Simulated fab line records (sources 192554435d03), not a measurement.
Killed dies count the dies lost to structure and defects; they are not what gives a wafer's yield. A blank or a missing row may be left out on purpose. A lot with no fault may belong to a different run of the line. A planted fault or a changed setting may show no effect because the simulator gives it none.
Matching of chambers    flow n5 finfet    3 sister chambers for N5_BEOL_M12_DEP_53 on pecvd-01
The step deposits SiCN from 3MS/NH3, target thk 30 nm, time 10.5 s. 3 wafers are shown with their chamber, then 8 later ones without.

WAFERS WITH THEIR CHAMBER
wafer   chamber  showerhead plenum p Torr (Torr)
L145.2  1        4.18
L151.6  2        4.12
L153.1  0        4.21

WAFERS WHOSE CHAMBER IS MISSING
wafer   showerhead plenum p Torr (Torr)
L153.3  4.22
L153.5  4.11
L154.4  4.12
L154.5  4.22
L154.6  4.12
L156.1  4.20
L156.2  4.12
L156.3  4.11

THE CHAMBER EACH PASSED THROUGH
wafer   from the rows above      in truth
L153.3  0                        0
L153.5  2                        2
L154.4  2                        2
L154.5  0                        0
L154.6  2                        2
L156.1  can't be placed: 0 or 1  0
L156.2  2                        2
L156.3  2                        2
Correctly placed: 7 of 8. Unplaceable from these rows: 1, with the true chamber sitting among the candidates in 1. Number placed wrongly: 0.
How it was worked out, from the rows above alone: a wafer's distance from a chamber is the root of the sum, over the readings, of the square of ((its reading less the chamber's mean) divided by the reading's scatter). If the next closest chamber is less than 2 further off than the closest, the wafer can't be placed; otherwise it belongs to the closest. A chamber's mean is the mean of its shown wafers. The scatter: root of mean squared gap, hidden wafer to nearest shown wafer, with one shown wafer a chamber.
